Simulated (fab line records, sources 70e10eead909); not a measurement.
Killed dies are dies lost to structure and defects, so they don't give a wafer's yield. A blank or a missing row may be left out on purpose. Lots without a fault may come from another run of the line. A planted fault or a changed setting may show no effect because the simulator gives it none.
Chamber matching | flow nand_harc | NHARC_A_STAIRCASE_STRIP_476 on rie_diel-06: 4 sister chambers
The step strips in O2, time 20 s. 4 wafers are shown with their chamber, then 8 later ones without.

WAFERS WITH THEIR CHAMBER
wafer  | chamber | showerhead_plenum_p_Torr (Torr)
L084.1 | 2       | 3.46
L089.4 | 3       | 3.29
L089.5 | 0       | 3.34
L088.1 | 1       | 3.73

WAFERS WITHOUT THEIR CHAMBER
wafer  | showerhead_plenum_p_Torr (Torr)
L088.5 | 3.34
L088.6 | 3.73
L092.2 | 3.73
L092.3 | 3.29
L092.4 | 3.34
L093.3 | 3.45
L093.5 | 3.73
L093.6 | 3.33

WHICH CHAMBER EACH WENT THROUGH
wafer  | from the rows above | in truth
L088.5 | 0                   | 0
L088.6 | 1                   | 1
L092.2 | 1                   | 1
L092.3 | 3                   | 3
L092.4 | 0                   | 0
L093.3 | 2                   | 2
L093.5 | 1                   | 1
L093.6 | 0                   | 0
Placed correctly: 8 of 8. Can't be placed from these rows: 0. Placed wrongly: 0.
How it was worked out, from the rows above alone: a wafer's distance from a chamber is the root of the sum, over the readings, of the square of ((its reading less the chamber's mean) divided by the reading's scatter). The wafer belongs to the nearest chamber; if the next one is less than 2 further off, it can't be placed. A chamber's mean is the mean of its shown wafers. The scatter: with one shown wafer a chamber, the root of the mean of the squares of how far each hidden wafer lies from its nearest shown one.
